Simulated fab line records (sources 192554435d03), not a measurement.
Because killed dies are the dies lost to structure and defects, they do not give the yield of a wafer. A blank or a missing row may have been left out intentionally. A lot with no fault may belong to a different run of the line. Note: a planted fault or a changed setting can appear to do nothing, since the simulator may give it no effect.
Split-lot trial || flow n5-finfet || on a route of 1938 steps: 7 lots, 39 wafers read

## THE SPLIT
At N5_BEOL_M10_ILD_DEP_00 (deposits SiCOH lowk from DEMS/porogen, target thk 308.51 nm, time 58 s), the setting target-thk-a was moved away from the recipe's 3085.1 angstrom on 18 of the 39 wafers read, by -52.6% to +45.4%. For the rest of the wafers, this setting stayed at what the recipe calls for.

## THE PATH FROM SPLIT TO READING: the file shows 1 step between them
- N5_BEOL_M10_CURE_71: cures SiCOH lowk, time 240 s

## THE READING
M10_ILD_THK (nm), taken at N5_BEOL_M10_THK_MEAS_01. Fault-free wafers of this fab line usually give 268 nm, standard deviation 3.4 nm.

{"wafer": "L076.1", "tool, chamber at the split": "pecvd-01, 2", "target-thk-a as run, angstrom": 3085.1, "against the recipe": "recipe", "M10_ILD_THK, nm": 270, "against lot-mates on the recipe": "-"}
{"wafer": "L076.2", "tool, chamber at the split": "pecvd-01, 1", "target-thk-a as run, angstrom": 4486, "against the recipe": "+45.4%", "M10_ILD_THK, nm": 392, "against lot-mates on the recipe": "+122"}
{"wafer": "L076.3", "tool, chamber at the split": "pecvd-01, 0", "target-thk-a as run, angstrom": 4486, "against the recipe": "+45.4%", "M10_ILD_THK, nm": 389, "against lot-mates on the recipe": "+119"}
{"wafer": "L076.4", "tool, chamber at the split": "pecvd-01, 2", "target-thk-a as run, angstrom": 4486, "against the recipe": "+45.4%", "M10_ILD_THK, nm": 398, "against lot-mates on the recipe": "+128"}
{"wafer": "L076.5", "tool, chamber at the split": "pecvd-01, 1", "target-thk-a as run, angstrom": 3085.1, "against the recipe": "recipe", "M10_ILD_THK, nm": 271, "against lot-mates on the recipe": "-"}
{"wafer": "L076.6", "tool, chamber at the split": "pecvd-01, 0", "target-thk-a as run, angstrom": 3085.1, "against the recipe": "recipe", "M10_ILD_THK, nm": 268, "against lot-mates on the recipe": "-"}
{"wafer": "L081.2", "tool, chamber at the split": "pecvd-04, 0", "target-thk-a as run, angstrom": 3085.1, "against the recipe": "recipe", "M10_ILD_THK, nm": 268, "against lot-mates on the recipe": "-"}
{"wafer": "L081.3", "tool, chamber at the split": "pecvd-04, 1", "target-thk-a as run, angstrom": 3085.1, "against the recipe": "recipe", "M10_ILD_THK, nm": 265, "against lot-mates on the recipe": "-"}
{"wafer": "L081.6", "tool, chamber at the split": "pecvd-04, 0", "target-thk-a as run, angstrom": 3085.1, "against the recipe": "recipe", "M10_ILD_THK, nm": 268, "against lot-mates on the recipe": "-"}
{"wafer": "L080.1", "tool, chamber at the split": "pecvd-03, 1", "target-thk-a as run, angstrom": 3085.1, "against the recipe": "recipe", "M10_ILD_THK, nm": 261, "against lot-mates on the recipe": "-"}
{"wafer": "L080.2", "tool, chamber at the split": "pecvd-03, 2", "target-thk-a as run, angstrom": 3085.1, "against the recipe": "recipe", "M10_ILD_THK, nm": 262, "against lot-mates on the recipe": "-"}
{"wafer": "L080.3", "tool, chamber at the split": "pecvd-03, 0", "target-thk-a as run, angstrom": 3085.1, "against the recipe": "recipe", "M10_ILD_THK, nm": 263, "against lot-mates on the recipe": "-"}
{"wafer": "L080.4", "tool, chamber at the split": "pecvd-03, 2", "target-thk-a as run, angstrom": 3767, "against the recipe": "+22.1%", "M10_ILD_THK, nm": 327, "against lot-mates on the recipe": "+65"}
{"wafer": "L080.5", "tool, chamber at the split": "pecvd-03, 0", "target-thk-a as run, angstrom": 3767, "against the recipe": "+22.1%", "M10_ILD_THK, nm": 327, "against lot-mates on the recipe": "+65"}
{"wafer": "L080.6", "tool, chamber at the split": "pecvd-03, 1", "target-thk-a as run, angstrom": 3767, "against the recipe": "+22.1%", "M10_ILD_THK, nm": 322, "against lot-mates on the recipe": "+60"}
{"wafer": "L084.1", "tool, chamber at the split": "pecvd-04, 0", "target-thk-a as run, angstrom": 3085.1, "against the recipe": "recipe", "M10_ILD_THK, nm": 264, "against lot-mates on the recipe": "-"}
{"wafer": "L084.2", "tool, chamber at the split": "pecvd-04, 2", "target-thk-a as run, angstrom": 1547, "against the recipe": "-49.9%", "M10_ILD_THK, nm": 133, "against lot-mates on the recipe": -135}
{"wafer": "L084.3", "tool, chamber at the split": "pecvd-04, 1", "target-thk-a as run, angstrom": 3085.1, "against the recipe": "recipe", "M10_ILD_THK, nm": 268, "against lot-mates on the recipe": "-"}
{"wafer": "L084.4", "tool, chamber at the split": "pecvd-04, 0", "target-thk-a as run, angstrom": 1547, "against the recipe": "-49.9%", "M10_ILD_THK, nm": 136, "against lot-mates on the recipe": -132}
{"wafer": "L084.5", "tool, chamber at the split": "pecvd-04, 2", "target-thk-a as run, angstrom": 1547, "against the recipe": "-49.9%", "M10_ILD_THK, nm": 133, "against lot-mates on the recipe": -135}
{"wafer": "L084.6", "tool, chamber at the split": "pecvd-04, 1", "target-thk-a as run, angstrom": 3085.1, "against the recipe": "recipe", "M10_ILD_THK, nm": 271, "against lot-mates on the recipe": "-"}
{"wafer": "L085.1", "tool, chamber at the split": "pecvd-01, 0", "target-thk-a as run, angstrom": 3085.1, "against the recipe": "recipe", "M10_ILD_THK, nm": 263, "against lot-mates on the recipe": "-"}
{"wafer": "L085.2", "tool, chamber at the split": "pecvd-01, 2", "target-thk-a as run, angstrom": 3601, "against the recipe": "+16.7%", "M10_ILD_THK, nm": 311, "against lot-mates on the recipe": "+42"}
{"wafer": "L085.3", "tool, chamber at the split": "pecvd-01, 1", "target-thk-a as run, angstrom": 3601, "against the recipe": "+16.7%", "M10_ILD_THK, nm": 309, "against lot-mates on the recipe": "+40"}
{"wafer": "L085.4", "tool, chamber at the split": "pecvd-01, 1", "target-thk-a as run, angstrom": 3085.1, "against the recipe": "recipe", "M10_ILD_THK, nm": 271, "against lot-mates on the recipe": "-"}
{"wafer": "L085.5", "tool, chamber at the split": "pecvd-01, 2", "target-thk-a as run, angstrom": 3085.1, "against the recipe": "recipe", "M10_ILD_THK, nm": 274, "against lot-mates on the recipe": "-"}
{"wafer": "L085.6", "tool, chamber at the split": "pecvd-01, 0", "target-thk-a as run, angstrom": 3601, "against the recipe": "+16.7%", "M10_ILD_THK, nm": 316, "against lot-mates on the recipe": "+47"}
{"wafer": "L095.1", "tool, chamber at the split": "pecvd-03, 1", "target-thk-a as run, angstrom": 1462, "against the recipe": "-52.6%", "M10_ILD_THK, nm": 124, "against lot-mates on the recipe": -145}
{"wafer": "L095.2", "tool, chamber at the split": "pecvd-03, 2", "target-thk-a as run, angstrom": 3085.1, "against the recipe": "recipe", "M10_ILD_THK, nm": 264, "against lot-mates on the recipe": "-"}
{"wafer": "L095.3", "tool, chamber at the split": "pecvd-03, 0", "target-thk-a as run, angstrom": 1462, "against the recipe": "-52.6%", "M10_ILD_THK, nm": 125, "against lot-mates on the recipe": -144}
{"wafer": "L095.4", "tool, chamber at the split": "pecvd-03, 2", "target-thk-a as run, angstrom": 3085.1, "against the recipe": "recipe", "M10_ILD_THK, nm": 272, "against lot-mates on the recipe": "-"}
{"wafer": "L095.5", "tool, chamber at the split": "pecvd-03, 1", "target-thk-a as run, angstrom": 1462, "against the recipe": "-52.6%", "M10_ILD_THK, nm": 127, "against lot-mates on the recipe": -142}
{"wafer": "L095.6", "tool, chamber at the split": "pecvd-03, 0", "target-thk-a as run, angstrom": 3085.1, "against the recipe": "recipe", "M10_ILD_THK, nm": 272, "against lot-mates on the recipe": "-"}
{"wafer": "L097.1", "tool, chamber at the split": "pecvd-04, 0", "target-thk-a as run, angstrom": 3085.1, "against the recipe": "recipe", "M10_ILD_THK, nm": 265, "against lot-mates on the recipe": "-"}
{"wafer": "L097.2", "tool, chamber at the split": "pecvd-04, 2", "target-thk-a as run, angstrom": 3939, "against the recipe": "+27.7%", "M10_ILD_THK, nm": 340, "against lot-mates on the recipe": "+76"}
{"wafer": "L097.3", "tool, chamber at the split": "pecvd-04, 1", "target-thk-a as run, angstrom": 3085.1, "against the recipe": "recipe", "M10_ILD_THK, nm": 265, "against lot-mates on the recipe": "-"}
{"wafer": "L097.4", "tool, chamber at the split": "pecvd-04, 0", "target-thk-a as run, angstrom": 3939, "against the recipe": "+27.7%", "M10_ILD_THK, nm": 344, "against lot-mates on the recipe": "+80"}
{"wafer": "L097.5", "tool, chamber at the split": "pecvd-04, 2", "target-thk-a as run, angstrom": 3939, "against the recipe": "+27.7%", "M10_ILD_THK, nm": 344, "against lot-mates on the recipe": "+80"}
{"wafer": "L097.6", "tool, chamber at the split": "pecvd-04, 1", "target-thk-a as run, angstrom": 3085.1, "against the recipe": "recipe", "M10_ILD_THK, nm": 263, "against lot-mates on the recipe": "-"}

FIT RESULTS
A straight line over all 39 wafers: M10_ILD_THK changes by +2.7 nm for each +1% of target-thk-a; r = +1.00; the points scatter about the line by 3.5 nm.
The same after taking each lot's own level away (the mean of its wafers on the recipe; 39 wafers): +2.73 nm for each +1%; r = +1.00; scatter 3.1 nm.
On that fit, the largest move of target-thk-a shifts the reading by 1.4e+02 nm.
The span of the lots' own levels, 262.0 to 269.7 nm, comes to 2.3 times the standard deviation stated above.
Hence the lot-to-lot level has little effect on the slope; both slopes agree.
Check: with one of the wafers moved furthest among these (-52.6%) left out of the fit, the line predicts -143 nm for it against its lot-mates. It came out at -145 nm against them.

## THE WHOLE CHAIN: every reading that the file lists as answering this split, in the file's order
{"step": "N5_BEOL_M10_ILD_DEP_00", "what it does": "deposits SiCOH lowk from DEMS/porogen, target thk 308.51 nm, time 58 s", "reading": "SiCOH_lowk_of_BEOL_M10_ILD_DEP_00.thk-nm (the simulator's own value, which no gauge read)", "change (the file's fit)": "+3.1 nm for each +1% of the setting", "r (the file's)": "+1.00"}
{"step": "N5_BEOL_M10_CURE_71", "what it does": "cures SiCOH lowk, time 240 s", "reading": "SiCOH_lowk_of_BEOL_M10_ILD_DEP_00.thk-nm (the simulator's own value, which no gauge read)", "change (the file's fit)": "+2.73 nm for each +1% of the setting", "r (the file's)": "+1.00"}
{"step": "N5_BEOL_M10_THK_MEAS_01", "what it does": "", "reading": "M10_ILD_THK", "change (the file's fit)": "+2.73 for each +1% of the setting", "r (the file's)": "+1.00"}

## THE FILE'S OWN FIT
M10_ILD_THK changes by +2.73 nm for each +1% of target-thk-a, r = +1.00.
